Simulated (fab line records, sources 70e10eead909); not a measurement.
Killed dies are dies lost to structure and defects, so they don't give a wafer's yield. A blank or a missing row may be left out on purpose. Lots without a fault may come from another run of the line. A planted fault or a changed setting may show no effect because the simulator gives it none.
Which tool did it? | flow nand_harc | 24 lots, 72 wafers sampled, at 5 steps of a route of 1302

WHAT THE GAUGES READ, wafer by wafer
NHARC_P_M1_THK_MEAS_24: measures by xrf. Usual: thk_nm 157.8 nm, standard deviation 1.4.
lot  | measured     | on            | thk_nm (nm)       | flag
L074 | day 6 06:17  | film_metro-02 | 157.1 158.2 156.7 |
L075 | day 6 22:28  | film_metro-02 | 157.0 157.7 158.4 |
L076 | day 7 01:08  | film_metro-02 | 159.8 160.5 159.5 |
L077 | day 7 16:55  | film_metro-01 | 155.9 155.1 157.8 |
L078 | day 7 22:14  | film_metro-02 | 156.9 157.7 160.6 |
L080 | day 8 17:16  | film_metro-01 | 158.1 157.7 159.8 |
L079 | day 8 18:04  | film_metro-01 | 157.5 161.7 156.1 |
L081 | day 9 11:13  | film_metro-02 | 159.9 159.2 159.5 |
L082 | day 9 15:03  | film_metro-01 | 155.2 157.6 158.4 |
L083 | day 10 06:01 | film_metro-02 | 157.8 158.2 158.2 |
L084 | day 10 16:15 | film_metro-01 | 155.1 158.1 158.1 |
L085 | day 11 00:07 | film_metro-02 | 159.4 159.0 157.2 |
L086 | day 11 06:05 | film_metro-02 | 157.4 157.3 157.8 |
L087 | day 11 17:43 | film_metro-02 | 157.5 157.4 158.5 |
L088 | day 12 11:53 | film_metro-01 | 154.8 156.5 157.3 |
L089 | day 12 14:33 | film_metro-02 | 155.0 158.5 159.2 |
L090 | day 13 03:01 | film_metro-02 | 159.3 155.1 158.9 |
L091 | day 13 23:19 | film_metro-02 | 160.0 157.8 158.0 |
L092 | day 14 04:58 | film_metro-02 | 159.4 157.6 157.8 |
L094 | day 14 10:17 | film_metro-02 | 155.4 156.6 156.9 |
L093 | day 14 10:59 | film_metro-01 | 156.4 160.0 156.5 |
L095 | day 14 22:58 | film_metro-01 | 160.1 158.9 156.6 |
L097 | day 15 15:09 | film_metro-02 | 155.5 157.5 156.9 |
L096 | day 15 15:22 | film_metro-02 | 156.7 158.6 159.6 |

NHARC_P_M1_INSPECT_27. Usual: raw_defect_count 300, standard deviation 98.
lot  | measured     | on                | raw_defect_count | flag
L074 | day 6 06:26  | defect_inspect-02 | 282 301 224      |
L075 | day 6 22:37  | defect_inspect-02 | 232 312 335      |
L076 | day 7 01:17  | defect_inspect-02 | 299 302 395      |
L077 | day 7 17:05  | defect_inspect-02 | 237 274 347      |
L078 | day 7 22:23  | defect_inspect-02 | 396 161 270      |
L080 | day 8 17:25  | defect_inspect-02 | 222 353 282      |
L079 | day 8 18:13  | defect_inspect-02 | 412 309 255      |
L081 | day 9 11:23  | defect_inspect-01 | 219 90 147       |
L082 | day 9 15:12  | defect_inspect-02 | 291 230 203      |
L083 | day 10 06:10 | defect_inspect-02 | 280 411 230      |
L084 | day 10 16:25 | defect_inspect-01 | 473 306 625      |
L085 | day 11 00:17 | defect_inspect-01 | 349 210 364      |
L086 | day 11 06:16 | defect_inspect-01 | 252 476 159      |
L087 | day 11 17:53 | defect_inspect-02 | 283 233 129      |
L088 | day 12 12:02 | defect_inspect-01 | 403 545 370      |
L089 | day 12 14:43 | defect_inspect-01 | 216 233 287      |
L090 | day 13 03:10 | defect_inspect-02 | 261 190 241      |
L091 | day 13 23:28 | defect_inspect-02 | 372 479 279      |
L092 | day 14 05:07 | defect_inspect-02 | 228 115 169      |
L094 | day 14 10:26 | defect_inspect-02 | 161 434 244      |
L093 | day 14 11:08 | defect_inspect-02 | 306 294 351      |
L095 | day 14 23:08 | defect_inspect-02 | 204 305 525      |
L097 | day 15 15:19 | defect_inspect-02 | 407 406 309      |
L096 | day 15 15:32 | defect_inspect-02 | 276 306 336      |

WHICH TOOL RAN EACH LOT (tool, then ch and the chambers of the sampled wafers, then the start)
lot  | NHARC_P_M1_PVD_20                       | NHARC_P_M1_PVD_21                       | NHARC_P_M1_ANNEAL_31
L074 | pvd_sputter-02, day 6 05:43 or earlier  | pvd_sputter-02, day 6 05:43 or earlier  | rtp_anneal-01 ch 0, day 6 05:43
L075 | pvd_sputter-03, day 6 21:49 or earlier  | pvd_sputter-03, day 6 21:49 or earlier  | rtp_anneal-01 ch 0, day 6 21:49
L076 | pvd_sputter-03, day 7 00:32 or earlier  | pvd_sputter-03, day 7 00:32 or earlier  | rtp_anneal-01 ch 0, day 7 00:32
L077 | pvd_sputter-03, day 7 16:16 or earlier  | pvd_sputter-03, day 7 16:16 or earlier  | rtp_anneal-01 ch 0, day 7 16:16
L078 | pvd_sputter-01, day 7 21:41 or earlier  | pvd_sputter-01, day 7 21:41 or earlier  | rtp_anneal-01 ch 0, day 7 21:41
L080 | pvd_sputter-01, day 8 16:42 or earlier  | pvd_sputter-01, day 8 16:42 or earlier  | rtp_anneal-01 ch 0, day 8 16:42
L079 | pvd_sputter-02, day 8 17:33 or earlier  | pvd_sputter-02, day 8 17:33 or earlier  | rtp_anneal-01 ch 0, day 8 17:33
L081 | pvd_sputter-01, day 9 10:34 or earlier  | pvd_sputter-01, day 9 10:34 or earlier  | rtp_anneal-02 ch 0, day 9 10:34
L082 | pvd_sputter-02, day 9 14:23 or earlier  | pvd_sputter-02, day 9 14:23 or earlier  | rtp_anneal-01 ch 0, day 9 14:23
L083 | pvd_sputter-01, day 10 05:20 or earlier | pvd_sputter-01, day 10 05:20 or earlier | rtp_anneal-02 ch 0, day 10 05:20
L084 | pvd_sputter-03, day 10 15:35 or earlier | pvd_sputter-03, day 10 15:35 or earlier | rtp_anneal-01 ch 0, day 10 15:35
L085 | pvd_sputter-02, day 10 23:31 or earlier | pvd_sputter-02, day 10 23:31 or earlier | rtp_anneal-02 ch 0, day 10 23:31
L086 | pvd_sputter-01, day 11 05:26 or earlier | pvd_sputter-01, day 11 05:26 or earlier | rtp_anneal-02 ch 0, day 11 05:26
L087 | pvd_sputter-03, day 11 17:10 or earlier | pvd_sputter-03, day 11 17:10 or earlier | rtp_anneal-02 ch 0, day 11 17:10
L088 | pvd_sputter-03, day 12 11:23 or earlier | pvd_sputter-03, day 12 11:23 or earlier | rtp_anneal-01 ch 0, day 12 11:23
L089 | pvd_sputter-01, day 12 13:53 or earlier | pvd_sputter-01, day 12 13:53 or earlier | rtp_anneal-01 ch 0, day 12 13:53
L090 | pvd_sputter-01, day 13 02:27 or earlier | pvd_sputter-01, day 13 02:27 or earlier | rtp_anneal-01 ch 0, day 13 02:27
L091 | pvd_sputter-02, day 13 22:39 or earlier | pvd_sputter-02, day 13 22:39 or earlier | rtp_anneal-01 ch 0, day 13 22:39
L092 | pvd_sputter-02, day 14 04:17 or earlier | pvd_sputter-02, day 14 04:17 or earlier | rtp_anneal-02 ch 0, day 14 04:17
L094 | pvd_sputter-02, day 14 09:44 or earlier | pvd_sputter-02, day 14 09:44 or earlier | rtp_anneal-02 ch 0, day 14 09:44
L093 | pvd_sputter-03, day 14 10:20 or earlier | pvd_sputter-03, day 14 10:20 or earlier | rtp_anneal-02 ch 0, day 14 10:20
L095 | pvd_sputter-03, day 14 22:22 or earlier | pvd_sputter-03, day 14 22:22 or earlier | rtp_anneal-01 ch 0, day 14 22:22
L097 | pvd_sputter-01, day 15 14:29 or earlier | pvd_sputter-01, day 15 14:29 or earlier | rtp_anneal-01 ch 0, day 15 14:29
L096 | pvd_sputter-02, day 15 14:43 or earlier | pvd_sputter-02, day 15 14:43 or earlier | rtp_anneal-02 ch 0, day 15 14:43
- NHARC_P_M1_PVD_20: deposits TaN, target thk 5 nm, time 8.06 s.
- NHARC_P_M1_PVD_21: deposits Cu, target thk 30 nm, time 20.49 s.
- NHARC_P_M1_ANNEAL_31: time 90 s.

WHAT THE TOOLS THEMSELVES READ (means of the sampled wafers that have a number; where no wafer has one, the mark that the record gives instead)
NHARC_P_M1_PVD_20. Usual: chamber_pressure_pa 0.12 Pa, standard deviation 0.00022; throttle_valve_pct 29.9 %, standard deviation 1.2.
lot  | tool           | chamber_pressure_pa (Pa) | throttle_valve_pct (%) | flag
L074 | pvd_sputter-02 | 0.12                     | 31.0                   |
L075 | pvd_sputter-03 | 0.12                     | 29.2                   |
L076 | pvd_sputter-03 | 0.12                     | 29.4                   |
L077 | pvd_sputter-03 | 0.12                     | 29.5                   |
L078 | pvd_sputter-01 | 0.12                     | 29.5                   |
L080 | pvd_sputter-01 | 0.12                     | 30.8                   |
L079 | pvd_sputter-02 | 0.12                     | 29.6                   |
L081 | pvd_sputter-01 | 0.12                     | 30.0                   |
L082 | pvd_sputter-02 | 0.12                     | 30.0                   |
L083 | pvd_sputter-01 | 0.12                     | 29.8                   |
L084 | pvd_sputter-03 | 0.12                     | 29.9                   |
L085 | pvd_sputter-02 | 0.12                     | 30.8                   |
L086 | pvd_sputter-01 | 0.12                     | 29.2                   |
L087 | pvd_sputter-03 | 0.12                     | 29.8                   |
L088 | pvd_sputter-03 | 0.12                     | 30.0                   |
L089 | pvd_sputter-01 | 0.12                     | 30.2                   |
L090 | pvd_sputter-01 | 0.12                     | 28.8                   |
L091 | pvd_sputter-02 | 0.12                     | 31.1                   |
L092 | pvd_sputter-02 | 0.12                     | 29.7                   |
L094 | pvd_sputter-02 | 0.12                     | 30.4                   |
L093 | pvd_sputter-03 | 0.12                     | 29.8                   |
L095 | pvd_sputter-03 | 0.12                     | 29.7                   |
L097 | pvd_sputter-01 | 0.12                     | 30.4                   |
L096 | pvd_sputter-02 | 0.12                     | 29.2                   |

NHARC_P_M1_PVD_21. Usual: chamber_pressure_pa 4.998 Pa, standard deviation 0.0091; throttle_valve_pct 29.8 %, standard deviation 1.
lot  | tool           | chamber_pressure_pa (Pa) | throttle_valve_pct (%) | flag
L074 | pvd_sputter-02 | 4.995                    | 30.7                   |
L075 | pvd_sputter-03 | 5.002                    | 29.6                   |
L076 | pvd_sputter-03 | 4.995                    | 29.5                   |
L077 | pvd_sputter-03 | 4.996                    | 29.4                   |
L078 | pvd_sputter-01 | 4.999                    | 30.1                   |
L080 | pvd_sputter-01 | 5.004                    | 29.2                   |
L079 | pvd_sputter-02 | 4.994                    | 29.2                   |
L081 | pvd_sputter-01 | 5.001                    | 30.5                   |
L082 | pvd_sputter-02 | 5.005                    | 29.9                   |
L083 | pvd_sputter-01 | 5.003                    | 30.2                   |
L084 | pvd_sputter-03 | 4.998                    | 29.7                   |
L085 | pvd_sputter-02 | 5.004                    | 29.7                   |
L086 | pvd_sputter-01 | 5.007                    | 28.9                   |
L087 | pvd_sputter-03 | 4.997                    | 29.5                   |
L088 | pvd_sputter-03 | 4.991                    | 29.5                   |
L089 | pvd_sputter-01 | 5.001                    | 30.4                   |
L090 | pvd_sputter-01 | 5.000                    | 29.2                   |
L091 | pvd_sputter-02 | 5.001                    | 30.5                   |
L092 | pvd_sputter-02 | 4.992                    | 30.0                   |
L094 | pvd_sputter-02 | 4.987                    | 29.6                   |
L093 | pvd_sputter-03 | 4.998                    | 29.2                   |
L095 | pvd_sputter-03 | 5.006                    | 29.8                   |
L097 | pvd_sputter-01 | 4.997                    | 28.9                   |
L096 | pvd_sputter-02 | 4.992                    | 29.8                   |

NHARC_P_M1_ANNEAL_31. Usual: wafer_temp_C_max 225.86, standard deviation 0.27.
lot  | tool          | wafer_temp_C_max | flag
L074 | rtp_anneal-01 | 225.50           |
L075 | rtp_anneal-01 | 226.04           |
L076 | rtp_anneal-01 | 225.97           |
L077 | rtp_anneal-01 | 225.57           |
L078 | rtp_anneal-01 | 225.62           |
L080 | rtp_anneal-01 | 225.87           |
L079 | rtp_anneal-01 | 225.65           |
L081 | rtp_anneal-02 | 225.91           |
L082 | rtp_anneal-01 | 225.80           |
L083 | rtp_anneal-02 | 226.21           |
L084 | rtp_anneal-01 | 225.66           |
L085 | rtp_anneal-02 | 226.06           |
L086 | rtp_anneal-02 | 226.10           |
L087 | rtp_anneal-02 | 226.09           |
L088 | rtp_anneal-01 | 225.71           |
L089 | rtp_anneal-01 | 225.56           |
L090 | rtp_anneal-01 | 225.73           |
L091 | rtp_anneal-01 | 225.99           |
L092 | rtp_anneal-02 | 226.02           |
L094 | rtp_anneal-02 | 226.10           |
L093 | rtp_anneal-02 | 226.17           |
L095 | rtp_anneal-01 | 225.75           |
L097 | rtp_anneal-01 | 225.82           |
L096 | rtp_anneal-02 | 226.13           |

THE ANSWER, worked out from the rows above alone
Rule: a lot is off if the mean of its wafers that have a number lies more than 3 standard deviations from the usual mean. A lot without any number at a reading at which 4 lots or more have one is off too. The other lots that the step has rows for count as sound. The gauges are gone through in route order, then the tools' own readings, and for those a lot's mean is taken as printed above. The first step at which some lot is off is used, and at that step the reading that is off furthest; a lot without a number counts as furthest.
No lot is off at any reading shown: from this, nothing can be told.

WHAT THE SIMULATOR HAD PUT IN
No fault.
